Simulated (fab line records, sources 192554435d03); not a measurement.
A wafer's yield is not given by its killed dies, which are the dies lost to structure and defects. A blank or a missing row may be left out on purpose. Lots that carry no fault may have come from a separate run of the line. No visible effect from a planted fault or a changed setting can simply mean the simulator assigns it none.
Matching of chambers || flow n5 finfet || rie si-05 running N5_FIN_CUT_CUT_ETCH_28: 4 sister chambers
The step etches Si in HBr/Cl2/O2, target depth 6 nm, time 2.4 s. 16 wafers are shown with their chamber, then 8 later ones without.

== WAFERS, EACH WITH ITS CHAMBER ==
{"wafer": "L075.1", "chamber": 0, "drypump motor current A (A)": 6.5, "throttle valve pct (%)": 37.30, "oes product au (a.u.)": 0.995}
{"wafer": "L075.4", "chamber": 3, "drypump motor current A (A)": 6.3, "throttle valve pct (%)": 37.24, "oes product au (a.u.)": 1.004}
{"wafer": "L075.5", "chamber": 3, "drypump motor current A (A)": 6.3, "throttle valve pct (%)": 37.24, "oes product au (a.u.)": 1.014}
{"wafer": "L079.3", "chamber": 0, "drypump motor current A (A)": 6.5, "throttle valve pct (%)": 37.28, "oes product au (a.u.)": 1.004}
{"wafer": "L079.4", "chamber": 3, "drypump motor current A (A)": 6.4, "throttle valve pct (%)": 37.22, "oes product au (a.u.)": 0.999}
{"wafer": "L079.6", "chamber": 2, "drypump motor current A (A)": 5.7, "throttle valve pct (%)": 36.85, "oes product au (a.u.)": 0.999}
{"wafer": "L087.3", "chamber": 3, "drypump motor current A (A)": 6.4, "throttle valve pct (%)": 37.24, "oes product au (a.u.)": 1.001}
{"wafer": "L087.4", "chamber": 2, "drypump motor current A (A)": 5.7, "throttle valve pct (%)": 36.86, "oes product au (a.u.)": 1.001}
{"wafer": "L087.5", "chamber": 2, "drypump motor current A (A)": 5.7, "throttle valve pct (%)": 36.88, "oes product au (a.u.)": 1.001}
{"wafer": "L088.3", "chamber": 3, "drypump motor current A (A)": 6.3, "throttle valve pct (%)": 37.24, "oes product au (a.u.)": 1.002}
{"wafer": "L088.5", "chamber": 0, "drypump motor current A (A)": 6.5, "throttle valve pct (%)": 37.29, "oes product au (a.u.)": 0.994}
{"wafer": "L088.6", "chamber": 3, "drypump motor current A (A)": 6.4, "throttle valve pct (%)": 37.24, "oes product au (a.u.)": 1.010}
{"wafer": "L092.1", "chamber": 3, "drypump motor current A (A)": 6.3, "throttle valve pct (%)": 37.23, "oes product au (a.u.)": 1.005}
{"wafer": "L092.3", "chamber": 1, "drypump motor current A (A)": 5.5, "throttle valve pct (%)": 37.16, "oes product au (a.u.)": 0.991}
{"wafer": "L092.6", "chamber": 3, "drypump motor current A (A)": 6.3, "throttle valve pct (%)": 37.25, "oes product au (a.u.)": 0.997}
{"wafer": "L093.3", "chamber": 0, "drypump motor current A (A)": 6.5, "throttle valve pct (%)": 37.28, "oes product au (a.u.)": 0.990}

SIGNATURES (means of the wafers above)
{"reading": "drypump motor current A", "chamber 0": 6.500, "chamber 1": 5.500, "chamber 2": 5.700, "chamber 3": 6.338, "scatter within a chamber": 0.0395}
{"reading": "throttle valve pct", "chamber 0": 37.2875, "chamber 1": 37.1600, "chamber 2": 36.8633, "chamber 3": 37.2375, "scatter within a chamber": 0.0104}
{"reading": "oes product au", "chamber 0": 0.99575, "chamber 1": 0.99100, "chamber 2": 1.00033, "chamber 3": 1.00400, "scatter within a chamber": 0.00526}
Rule: for each reading, subtract the chamber's mean from the wafer's reading, divide by that reading's scatter and square the result; add these up over the readings and take the root, which gives the wafer's distance from the chamber. The wafer belongs to the nearest chamber; if the next one is less than 2 further off, it can't be placed. How the scatter is found: for the shown wafers, subtract from each reading the mean of its chamber, square and add these, divide the total by (wafers less chambers), then take the root.

== WAFERS WHOSE CHAMBER IS MISSING ==
{"wafer": "L093.5", "drypump motor current A (A)": 6.3, "throttle valve pct (%)": 37.24, "oes product au (a.u.)": 0.998}
{"wafer": "L093.6", "drypump motor current A (A)": 5.7, "throttle valve pct (%)": 36.87, "oes product au (a.u.)": 0.999}
{"wafer": "L094.2", "drypump motor current A (A)": 6.3, "throttle valve pct (%)": 37.23, "oes product au (a.u.)": 0.987}
{"wafer": "L094.3", "drypump motor current A (A)": 5.5, "throttle valve pct (%)": 37.16, "oes product au (a.u.)": 0.980}
{"wafer": "L094.6", "drypump motor current A (A)": 5.5, "throttle valve pct (%)": 37.14, "oes product au (a.u.)": 0.988}
{"wafer": "L097.3", "drypump motor current A (A)": 6.3, "throttle valve pct (%)": 37.24, "oes product au (a.u.)": 1.013}
{"wafer": "L097.5", "drypump motor current A (A)": 6.2, "throttle valve pct (%)": 37.23, "oes product au (a.u.)": 0.999}
{"wafer": "L097.6", "drypump motor current A (A)": 6.5, "throttle valve pct (%)": 37.28, "oes product au (a.u.)": 0.995}

== WHICH CHAMBER EACH WENT THROUGH ==
{"wafer": "L093.5", "from the rows above": 3, "in truth": 3}
{"wafer": "L093.6", "from the rows above": 2, "in truth": 2}
{"wafer": "L094.2", "from the rows above": 3, "in truth": 3}
{"wafer": "L094.3", "from the rows above": 1, "in truth": 1}
{"wafer": "L094.6", "from the rows above": 1, "in truth": 1}
{"wafer": "L097.3", "from the rows above": 3, "in truth": 3}
{"wafer": "L097.5", "from the rows above": 3, "in truth": 3}
{"wafer": "L097.6", "from the rows above": 0, "in truth": 0}
8 of 8 placed correctly. Can't be placed from these rows: 0. 0 placed wrongly.
